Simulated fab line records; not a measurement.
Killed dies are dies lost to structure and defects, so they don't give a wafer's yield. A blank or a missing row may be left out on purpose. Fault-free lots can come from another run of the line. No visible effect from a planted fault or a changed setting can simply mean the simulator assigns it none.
Matching of chambers    flow nand_harc    NHARC_A_STAIRCASE_TRIM_24 on rie_diel-06: 4 sister chambers
The step chemistry O2, time 211.2 s. 8 wafers are shown with their chamber, then 8 later ones without.

## WAFERS PAIRED WITH THEIR CHAMBERS
wafer   chamber  showerhead_plenum_p_Torr (Torr)  drypump_motor_current_A (A)
L588.5  3        3.61                             5.7
L594.2  2        3.59                             6.5
L595.1  1        3.51                             6.2
L595.4  0        3.37                             6.3
L595.6  1        3.51                             6.2
L596.2  2        3.59                             6.4
L596.3  0        3.36                             6.3
L596.5  3        3.60                             5.8

## WAFERS WITHOUT THEIR CHAMBER
wafer   showerhead_plenum_p_Torr (Torr)  drypump_motor_current_A (A)
L598.1  3.36                             6.3
L598.2  3.60                             5.7
L598.6  3.59                             6.4
L601.5  3.59                             6.5
L602.1  3.59                             5.8
L602.6  3.59                             6.5
L604.1  3.35                             6.4
L604.6  3.35                             6.4

## WHICH CHAMBER EACH WENT THROUGH
wafer   from the rows above  in truth
L598.1  0                    0
L598.2  3                    3
L598.6  2                    2
L601.5  2                    2
L602.1  3                    3
L602.6  2                    2
L604.1  0                    0
L604.6  0                    0
Placed correctly: 8 of 8. From these rows, 0 cannot be placed. 0 placed wrongly.
How it was worked out, from the rows above alone: a wafer's distance from a chamber is the root of the sum, over the readings, of the square of ((its reading less the chamber's mean) divided by the reading's scatter). If the next closest chamber is less than 2 further off than the closest, the wafer can't be placed; otherwise it belongs to the closest. The mean given for a chamber averages the wafers shown for that chamber. The scatter is the square root of a quotient: the sum, over the shown wafers, of each reading's squared deviation from its chamber's mean, divided by wafers minus chambers.
